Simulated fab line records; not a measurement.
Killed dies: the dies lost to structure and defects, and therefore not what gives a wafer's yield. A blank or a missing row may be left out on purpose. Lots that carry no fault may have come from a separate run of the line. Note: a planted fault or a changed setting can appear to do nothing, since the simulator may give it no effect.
Which of the tools did it?	flow nand_harc	12 lots, 36 wafers sampled, at 6 steps of a route of 1159

WHAT THE GAUGES SHOWED, per wafer
NHARC_A_CONTACT_CD_MEAS_08 targets a cd of 100 nm.
lot	measured	on	cd_nm (nm)
L185	day 16 16:49	cd_sem-03	100.2 100.8 100.7
L188	day 17 02:52	cd_sem-01	101.1 100.9 100.9
L191	day 18 00:11	cd_sem-01	100.5 100.2 101.3
L199	day 19 21:35	cd_sem-02	100.8 100.4 100.0
L197	day 20 02:09	cd_sem-03	126.5 126.2 127.1
L196	day 20 05:08	cd_sem-01	121.0 120.6 121.0
L198	day 20 05:17	cd_sem-01	100.1 100.5 99.8
L201	day 20 14:35	cd_sem-01	99.7 99.9 99.3
L200	day 20 15:48	cd_sem-01	99.9 99.6 99.6
L203	day 21 12:15	cd_sem-01	99.2 99.2 99.6
L205	day 22 02:05	cd_sem-03	99.6 99.9 100.7
L207	day 22 11:58	cd_sem-03	100.1 100.1 101.1

NHARC_A_CONTACT_INSPECT_10.
lot	measured	on	raw_defect_count
L185	day 16 16:56	defect_inspect-02	31 17 24
L188	day 17 02:59	defect_inspect-02	8 10 12
L191	day 18 00:18	defect_inspect-02	26 15 18
L199	day 19 21:43	defect_inspect-01	33 29 35
L197	day 20 02:17	defect_inspect-01	16 13 20
L196	day 20 05:16	defect_inspect-02	28 25 27
L198	day 20 05:25	defect_inspect-02	40 34 33
L201	day 20 14:43	defect_inspect-01	41 27 34
L200	day 20 15:56	defect_inspect-02	40 48 39
L203	day 21 12:23	defect_inspect-02	20 24 18
L205	day 22 02:12	defect_inspect-01	62 70 62
L207	day 22 12:05	defect_inspect-01	15 23 6

NHARC_END_SORT_01.
lot	measured	on	killed_at_array	killed_at_other	killed_at_periphery	killed_dies	killed_open	killed_short
L185	day 19 17:58	prober-01	27 16 19	0 0 2	1 0 3	28 16 24	6 5 3	2 2 2
L199	day 22 04:09	prober-01	26 29 25	0 0 1	3 6 6	29 35 32	4 4 7	9 4 4
L197	day 22 11:54	prober-01	15 16 21	1 1 0	2 2 3	18 19 24	0 4 8	3 3 3
L201	day 22 21:16	prober-01	22 23 30	1 2 0	1 1 1	24 26 31	1 6 3	1 4 2
L200	day 23 05:09	prober-02	30 37 32	0 1 2	4 3 4	34 41 38	2 2 5	1 2 0
L203	day 24 01:00	prober-01	23 26 24	1 0 0	5 4 4	29 30 28	2 4 6	4 1 2
L205	day 24 13:29	prober-02	50	2	2	54	4	4

WHICH TOOL RAN EACH LOT (tool, then ch and the chambers of the sampled wafers, then the start)
lot	NHARC_A_CONTACT_ETCH_130	NHARC_A_CONTACT_EXPOSE_05	NHARC_A_CONTACT_ETCH_30
L185	har_cap_etch-02 ch 0,1, day 16 12:06	arfi_scanner-03 ch 0, day 16 16:41	rie_diel-10 ch 0,1,3, day 19 17:58 or earlier
L188	har_cap_etch-03 ch 0,1, day 16 22:38	arfi_scanner-02 ch 0, day 17 02:43	rie_diel-09 ch 0,2, no start
L191	har_cap_etch-01 ch 0,1, day 17 19:59	arfi_scanner-03 ch 0, day 18 00:02	rie_diel-02 ch 2,3, no start
L199	har_cap_etch-02 ch 0,1, day 19 17:28	arfi_scanner-02 ch 0, day 19 21:27	rie_diel-02 ch 1,2, day 22 04:09 or earlier
L197	har_cap_etch-01 ch 0,1, day 19 19:13	arfi_scanner-03 ch 0, day 20 02:01	rie_diel-10 ch 0,1,2, day 22 11:54 or earlier
L196	har_cap_etch-03 ch 0,1, day 19 21:55	arfi_scanner-03 ch 0, day 20 05:00	rie_diel-02 ch 1,2,3, no start
L198	har_cap_etch-02 ch 0,1, day 19 23:05	arfi_scanner-02 ch 0, day 20 05:09	rie_diel-02 ch 1,2, no start
L201	har_cap_etch-02 ch 0,1, day 20 09:55	arfi_scanner-01 ch 0, day 20 14:27	rie_diel-10 ch 0,1,3, day 22 21:16 or earlier
L200	har_cap_etch-03 ch 0,1, day 20 10:55	arfi_scanner-01 ch 0, day 20 15:40	rie_diel-10 ch 0,3, day 23 05:09 or earlier
L203	har_cap_etch-03 ch 0,1, day 21 04:02	arfi_scanner-01 ch 0, day 21 12:07	rie_diel-10 ch 1,3, day 24 01:00 or earlier
L205	har_cap_etch-03 ch 0,1, day 21 22:04	arfi_scanner-02 ch 0, day 22 01:56	rie_diel-10 ch 0,2,3, day 24 13:29 or earlier
L207	har_cap_etch-02 ch 0,1, day 22 07:32	arfi_scanner-01 ch 0, day 22 11:49	rie_diel-09 ch 2,3, no start
- NHARC_A_CONTACT_ETCH_130: etches the open film in C4F8/O2/Ar, time 155 s, target depth 956 nm.
- NHARC_A_CONTACT_EXPOSE_05: exposes mask A CC.
- NHARC_A_CONTACT_ETCH_30: etches the open film in CF4/CHF3, target depth 60.5 nm, time 30.2 s.

AS READ BY THE TOOLS THEMSELVES (means over the sampled wafers that have a number; for cases with no such wafer, the mark the record gives instead)
NHARC_A_CONTACT_EXPOSE_05.
lot	tool	exposure_dose_mJ_cm2
L185	arfi_scanner-03	84.08
L188	arfi_scanner-02	84.25
L191	arfi_scanner-03	84.25
L199	arfi_scanner-02	84.11
L197	arfi_scanner-03	116.43
L196	arfi_scanner-03	110.11
L198	arfi_scanner-02	84.08
L201	arfi_scanner-01	84.17
L200	arfi_scanner-01	84.19
L203	arfi_scanner-01	84.16
L205	arfi_scanner-02	84.16
L207	arfi_scanner-01	84.22

NHARC_A_CONTACT_ETCH_30.
lot	tool	chf3_flow_sccm (sccm)	drypump_motor_current_A (A)	oes_product_au (a.u.)	rf_vpp_V (V)	showerhead_plenum_p_Torr (Torr)	throttle_valve_pct (%)
L185	rie_diel-10	29.96	5.6	0.914	370.3	1.58	16.804
L188	rie_diel-09	29.98	5.6	0.930	368.2	1.52	16.805
L191	rie_diel-02	30.10	5.7	0.915	370.9	1.55	16.801
L199	rie_diel-02	30.06	5.8	0.917	373.2	1.64	16.794
L197	rie_diel-10	29.99	6.1	0.928	371.2	1.60	16.810
L196	rie_diel-02	29.90	5.7	0.912	370.7	1.57	16.806
L198	rie_diel-02	30.16	5.8	0.913	372.7	1.64	16.797
L201	rie_diel-10	29.93	5.6	0.931	370.8	1.57	16.803
L200	rie_diel-10	30.00	5.5	0.921	371.2	1.61	16.801
L203	rie_diel-10	30.02	5.6	0.920	370.2	1.54	16.797
L205	rie_diel-10	29.95	6.0	0.928	372.5	1.63	16.808
L207	rie_diel-09	30.16	5.8	0.930	371.6	1.60	16.801

THE ANSWER, worked out from the rows above alone
Rule: what is usual is taken from the lots themselves. The widest of any qualifying gaps counts: lots, ordered by their means at a reading, are off when they make up no more than a third of the lots, leave a main group of 4 or more, and stand apart from it by 3 or more times the standard deviation of that group's means. If all means in a main group match to the digits the tables above print for the reading, that group is not used. Also off: a lot with no number at a reading for which 4 or more lots have one. Where the step has rows for the other lots, those lots are counted as sound. The gauges are gone through in route order, then the tools' own readings, and for those a lot's mean is taken as printed above. At the first step where some lot is off, the reading lying furthest off is the one used; lots without a number count as furthest.
Off: L197, L196, at NHARC_A_CONTACT_CD_MEAS_08 (cd_nm). The main group has a mean of 100.2 nm with a standard deviation of 0.49.
If a tool, at a process step before that reading, ran all the lots that are off and no sound lot after the first of them, it fits. The gauges at NHARC_A_CONTACT_CD_MEAS_08 aren't tried: what is off there is off at NHARC_A_CONTACT_EXPOSE_05 too, on other tools, and a gauge's error can't cause that. One fits: NHARC_A_CONTACT_EXPOSE_05 on arfi_scanner-03. A fault onset in the window from L191 (day 18 00:02, its last sound lot) to L197 (day 20 02:01, its first lot off) fits.
On the lots that are off, the tool's own readings at NHARC_A_CONTACT_EXPOSE_05 differ by more than 5 times the standard deviation of the sound lots' means, which bears it out; exposure_dose_mJ_cm2 reads 113.27 there versus 84.17 on the sound lots.

WHAT WAS PUT IN BY THE SIMULATOR
Drift in process parameters on arfi_scanner-03 at NHARC_A_CONTACT_EXPOSE_05, starting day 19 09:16. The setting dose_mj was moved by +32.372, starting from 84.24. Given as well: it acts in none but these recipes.
Shown lots that were struck: L197, L196. The rule above reached the same finding.
